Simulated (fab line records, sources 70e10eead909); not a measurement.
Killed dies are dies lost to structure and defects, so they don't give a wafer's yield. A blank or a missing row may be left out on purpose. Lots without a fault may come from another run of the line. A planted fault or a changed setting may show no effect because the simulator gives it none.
Chamber matching | flow nand_harc | NHARC_A_STAIRCASE_DESCUM_168 on rie_diel-02: 4 sister chambers
The step chemistry O2, time 3 s. 18 wafers are shown with their chamber, then 9 later ones without.

WAFERS WITH THEIR CHAMBER
wafer  | chamber | showerhead_plenum_p_Torr (Torr) | drypump_motor_current_A (A) | rf_vpp_V (V)
L118.1 | 1       | 1.97                            | 5.2                         | 58.2
L118.3 | 0       | 2.07                            | 5.7                         | 58.1
L118.6 | 3       | 1.78                            | 5.4                         | 57.5
L123.1 | 3       | 1.77                            | 5.4                         | 57.5
L123.4 | 1       | 1.97                            | 5.2                         | 58.3
L123.6 | 0       | 2.06                            | 5.7                         | 58.1
L128.1 | 2       | 1.93                            | 6.2                         | 58.8
L128.2 | 3       | 1.77                            | 5.4                         | 57.7
L128.4 | 0       | 2.06                            | 5.7                         | 58.5
L129.2 | 2       | 1.93                            | 6.3                         | 58.7
L129.3 | 1       | 1.97                            | 5.3                         | 57.6
L129.6 | 1       | 1.97                            | 5.3                         | 58.1
L132.1 | 3       | 1.77                            | 5.4                         | 57.9
L132.4 | 2       | 1.93                            | 6.3                         | 59.1
L132.6 | 2       | 1.93                            | 6.3                         | 57.2
L131.2 | 1       | 1.96                            | 5.3                         | 59.0
L131.4 | 2       | 1.93                            | 6.3                         | 58.3
L131.5 | 2       | 1.93                            | 6.3                         | 58.5

SIGNATURES (means of the wafers above)
reading                  | chamber 0 | chamber 1 | chamber 2 | chamber 3 | scatter within a chamber
showerhead_plenum_p_Torr | 2.0633    | 1.9680    | 1.9300    | 1.7725    | 0.00398
drypump_motor_current_A  | 5.700     | 5.260     | 6.283     | 5.400     | 0.0381
rf_vpp_V                 | 58.233    | 58.240    | 58.433    | 57.650    | 0.494
Rule: a wafer's distance from a chamber is the root of the sum, over the readings, of the square of ((its reading less the chamber's mean) divided by the reading's scatter). The wafer belongs to the nearest chamber; if the next one is less than 2 further off, it can't be placed. The scatter: the root of (the sum of the squares of (reading less its chamber's mean) over the shown wafers, divided by (wafers less chambers)).

WAFERS WITHOUT THEIR CHAMBER
wafer  | showerhead_plenum_p_Torr (Torr) | drypump_motor_current_A (A) | rf_vpp_V (V)
L135.2 | 1.96                            | 5.3                         | 59.0
L135.3 | 1.93                            | 6.2                         | 59.2
L135.6 | 2.05                            | 5.7                         | 59.4
L136.3 | 2.07                            | 5.4                         | 59.2
L136.5 | 2.05                            | 5.7                         | 57.3
L136.6 | 1.96                            | 5.2                         | 57.8
L137.2 | 1.93                            | 6.3                         | 56.1
L137.3 | 2.05                            | 5.7                         | 58.8
L137.5 | 1.96                            | 5.2                         | 58.5

WHICH CHAMBER EACH WENT THROUGH
wafer  | from the rows above | in truth
L135.2 | 1                   | 1
L135.3 | 2                   | 2
L135.6 | 0                   | 0
L136.3 | 0                   | 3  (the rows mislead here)
L136.5 | 0                   | 0
L136.6 | 1                   | 1
L137.2 | 2                   | 2
L137.3 | 0                   | 0
L137.5 | 1                   | 1
Placed correctly: 8 of 9. Can't be placed from these rows: 0. Placed wrongly: 1.
